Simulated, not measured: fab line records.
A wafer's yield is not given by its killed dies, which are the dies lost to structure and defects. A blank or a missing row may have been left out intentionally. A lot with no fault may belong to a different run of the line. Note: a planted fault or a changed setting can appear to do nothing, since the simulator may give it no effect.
Chamber matching | flow nand harc | pecvd-03 running NHARC_P_M1_PRE_CLEAN_32: 3 sister chambers
The step time 12 s. 3 wafers are shown with their chamber, then 12 later ones without.

## WAFERS, EACH WITH ITS CHAMBER
wafer  | chamber | heater power w (W)
L087.4 | 2       | 539
L090.5 | 1       | 606
L090.6 | 0       | 652

## WAFERS MISSING THEIR CHAMBER
wafer  | heater power w (W)
L089.1 | 613
L089.2 | 504
L089.5 | 595
L092.2 | 527
L092.3 | 692
L092.6 | 519
L091.1 | 542
L091.4 | 607
L091.6 | 535
L094.1 | 513
L094.3 | 653
L094.4 | 511

## EACH ONE'S CHAMBER
wafer  | from the rows above     | in truth
L089.1 | can't be placed: 1 or 0 | 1
L089.2 | 2                       | 2
L089.5 | 1                       | 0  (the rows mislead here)
L092.2 | 2                       | 2
L092.3 | 0                       | 0
L092.6 | 2                       | 2
L091.1 | 2                       | 2
L091.4 | 1                       | 1
L091.6 | 2                       | 2
L094.1 | 2                       | 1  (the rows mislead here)
L094.3 | 0                       | 0
L094.4 | 2                       | 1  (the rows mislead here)
Correct placement for 8 of the 12. Cannot be placed on the basis of these rows: 1; the candidates contain the true chamber in 1. Wrongly placed: 3.
How it was worked out, from the rows above alone: a wafer's distance from a chamber is the root of the sum, over the readings, of the square of ((its reading less the chamber's mean) divided by the reading's scatter). If the next closest chamber is less than 2 further off than the closest, the wafer can't be placed; otherwise it belongs to the closest. A chamber's mean is the mean of its shown wafers. The scatter: root of mean squared gap, hidden wafer to nearest shown wafer, with one shown wafer a chamber.
